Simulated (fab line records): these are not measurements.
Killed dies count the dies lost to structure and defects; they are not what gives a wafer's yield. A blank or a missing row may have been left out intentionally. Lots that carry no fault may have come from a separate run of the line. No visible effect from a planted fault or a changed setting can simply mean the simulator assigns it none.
Comparing a struck lot with a sound one :: flow n5-finfet :: 45 out of 1938 route steps
Sound: these wafers, L602.2, L602.3, L602.6. Struck: wafer L594.2. (L594.1, L594.3 of the same lot were not struck and are left out.) The cause comes at the end.
Per side, at each step with rows, come the tool, then ch with its chambers, and then its first start. Under that, the readings that differ: sound wafers :: struck wafers :: difference of the means :: sigmas: that difference in standard deviations of wafers without a fault.
alike: readings with means less than 2 such deviations apart, plus words and numbers identical on both sides. not compared: withheld readings, readings lacking a value on some wafer, bounds such as >300 that could conceal the same value, and numbers that have no deviation in the record and whose values overlap.
Wherever a step has rows on one side only, a row that says differs or no value, or a row with sigmas, the two part there. Non-overlapping numbers with no deviation appear without sigmas and do not part them. A reading missing from all wafers of one side parts the sides only when that side holds two or more wafers.

first, 11 steps without rows for these wafers: N5_BEOL_M4_DESCUM_33 (chemistry O2, time 7 s); N5_BEOL_M4_ETCH_77 (etches underlayer in N2/H2, target depth 6.5 nm, time 5.2 s); N5_BEOL_M4_ETCH_69 (etches SiARC in CF4, target depth 15.6 nm, time 26 s); N5_BEOL_M4_ALD_98 (deposits SiO2, target thk 2.5 nm, pulse time 1 s, co reactant pulse time 1 s); N5_BEOL_M4_ETCHBACK_99 (etches SiO2 in CHF3, target depth 5 nm, time 10.4 s); N5_BEOL_M4_ETCH_70 (etches SOC in N2/H2, target depth 80 nm, overetch 24 nm, time 130 s); N5_BEOL_M4_STRIP_71 (strips in N2/H2); N5_BEOL_M4_STRIP_78 (strips in N2/H2); N5_BEOL_M4_VIA_ETCH_34 (etches the open film in C4F6/O2, target depth 69.4 nm, time 65.9 s); N5_BEOL_M4_STRIP_83 (strips in C4F6/O2); N5_BEOL_M4_STRIP_36 (strips in N2/H2).
N5_BEOL_M4_TRENCH_ETCH_37: etches SiOC in C4F6/O2, target depth 55.555 nm, time 29.2 s.
  sound on rie-diel-04 ch 0,2,3, day 14 09:57; struck on rie-diel-02 ch 2, day 12 01:29
reading: rf-vpp-V (V)
sound: 668 644 655
struck: 684
difference: +28
sigmas: +2

reading: run-length-s (s)
sound: 53.1 52.5 51.8
struck: 42.0
difference: -10.5
sigmas: -22

reading: showerhead-plenum-p-Torr (Torr)
sound: 2.91 2.73 2.70
struck: 2.99
difference: +0.21
sigmas: +2

reading: model.BEOL_M4.feature-depth-nm (nm)
sound: 55.2 54 54.8
struck: 36
difference: -19
sigmas: 

reading: model.etch.depth-nm (nm)
sound: 55.15 53.97 54.86
struck: 36.08
difference: -18.58
sigmas: 

reading: model.TiN_of_BEOL_M4_HM_DEP_02.thk-nm (nm)
sound: 17.4 17.8 17.8
struck: 18.6
difference: +0.9
sigmas: 
  alike: drypump-motor-current-A, mfc-ar-sccm, oes_ar_750_au, oes_f_703_au, oes-product-au, throttle-valve-pct
  not compared: bias-w, rf-hours-counter-h
then, 2 steps without rows for these wafers: N5_BEOL_M4_ETCH_41 (etches SiCN in CH3F/O2, target depth 29.9 nm, time 52.5 s); N5_BEOL_M4_STRIP_97 (strips in N2/H2, time 10 s).
N5_BEOL_M4_OCD_MEAS_38:
  sound: ocd-02 at day 14 10:07; struck: ocd-01 at day 12 01:39
reading: trench-depth-nm (nm)
sound: 54.9 54.2 54.3
struck: 35.5
difference: -19.0
sigmas: -13
then, 25 steps without rows for these wafers: N5_BEOL_M4_HM_STRIP_39 (strips TiN in peroxide tin strip, target depth 25 nm, time 158 s); N5_BEOL_M4_SRD_40 (time 30 s); N5_BEOL_M4_PRECLEAN_42 (cleans in residue remover, time 60 s); N5_BEOL_M4_SRD_43 (time 30 s); N5_BEOL_M4_DEGAS_44 (time 60 s); N5_BEOL_M4_PRE_CLEAN_45 (time 30 s); N5_BEOL_M4_ALD_84 (deposits TaN, pulse time 2 s, purge time 3 s, co reactant purge time 2 s); N5_BEOL_M4_SURFACE_TREAT_85; N5_BEOL_M4_CVD_47 (deposits Co from CCTBA/H2, target thk 3 nm, time 223.8 s); N5_BEOL_M4_SPUTTER_48 (material Cu, target thk 4.5 nm, time 8.29 s); N5_BEOL_M4_ANNEAL_49 (time 240 s); N5_BEOL_M4_SPUTTER_79 (material Cu, target thk 4.5 nm, time 8.29 s); N5_BEOL_M4_ANNEAL_80 (time 240 s); N5_BEOL_M4_SPUTTER_81 (material Cu, target thk 4.5 nm, time 8.29 s); N5_BEOL_M4_ANNEAL_82 (time 240 s); N5_BEOL_M4_SPUTTER_86 (material Cu, target thk 4.5 nm, time 8.29 s); N5_BEOL_M4_ANNEAL_87 (time 240 s); N5_BEOL_M4_SPUTTER_88 (material Cu, target thk 4.5 nm, time 8.29 s); N5_BEOL_M4_ANNEAL_89 (time 240 s); N5_BEOL_M4_SPUTTER_90 (material Cu, target thk 4.5 nm, time 8.29 s); N5_BEOL_M4_ANNEAL_91 (time 240 s); N5_BEOL_M4_SPUTTER_92 (material Cu, target thk 4.5 nm, time 8.29 s); N5_BEOL_M4_ANNEAL_93 (time 240 s); N5_BEOL_M4_SPUTTER_94 (material Cu, target thk 4.5 nm, time 8.29 s); N5_BEOL_M4_ANNEAL_95 (time 240 s).
N5_BEOL_M4_CMP_52: polishes, stops on SiOC, t overpolish 6.8 s, target thk 40 nm.
  sound on cmp-03 ch 0,3, day 14 13:42; struck on cmp-04 ch 1, day 12 07:19
reading: model.Cu_of_BEOL_M4_ECD_50.thk-nm (nm)
sound: 40.2 39.6 40.2
struck: 20.6
difference: -19.4
sigmas: 
  alike: edge-zone-pressure-frac, motor-current-A
N5_BEOL_M4_THK_MEAS_53: measures by xrf.
  sound: film-metro-02 at day 14 14:00; struck: film-metro-02 at day 12 07:36
reading: M4_THK (nm)
sound: 40.0 39.5 40.1
struck: 20.4
difference: -19.5
sigmas: -11
N5_BEOL_M4_RS_MEAS_58: measures by four-point-probe.
  sound: film-metro-02 at day 14 14:16; struck: film-metro-01 at day 12 07:52
reading: M4_RS (ohm/sq)
sound: 0.66 0.68 0.67
struck: 1.62
difference: +0.95
sigmas: +24
N5_BEOL_M4_RC_MEAS_101:
  sound on prober-02 ch 0, day 14 14:28; struck on prober-01 ch 0, day 12 07:55
reading: SERP_M4 (ohm/um)
sound: 198 196 178
struck: 351
difference: +160
sigmas: +11

reading: SERP_M4_max_site (ohm/um)
sound: 205 210 192
struck: 439
difference: +237
sigmas: +15
  alike: DIBL_N, DIBL_P, IOFF_N, IOFF_P, ION_N, ION_P, SS_N, SS_P, VT_N, VT_P
-- the record jumps here: 5 days lie between the struck wafers' starts before and after (it left off in module BEOL_M4 and takes up again in module PASSIVATION, whose first step shown is number 1936 of the route) --
N5_PASSIVATION_PROBE_49:
  only the struck wafers here have rows in the record (prober-01, day 17 05:04); the sound ones have none

WHERE THEY PART
Earliest at N5_BEOL_M4_TRENCH_ETCH_37; latest, in this record, at N5_PASSIVATION_PROBE_49.

WHY: the cause the simulator had injected
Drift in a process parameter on rie-diel-02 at N5_BEOL_M4_TRENCH_ETCH_37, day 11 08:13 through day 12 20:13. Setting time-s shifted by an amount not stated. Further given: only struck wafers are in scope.
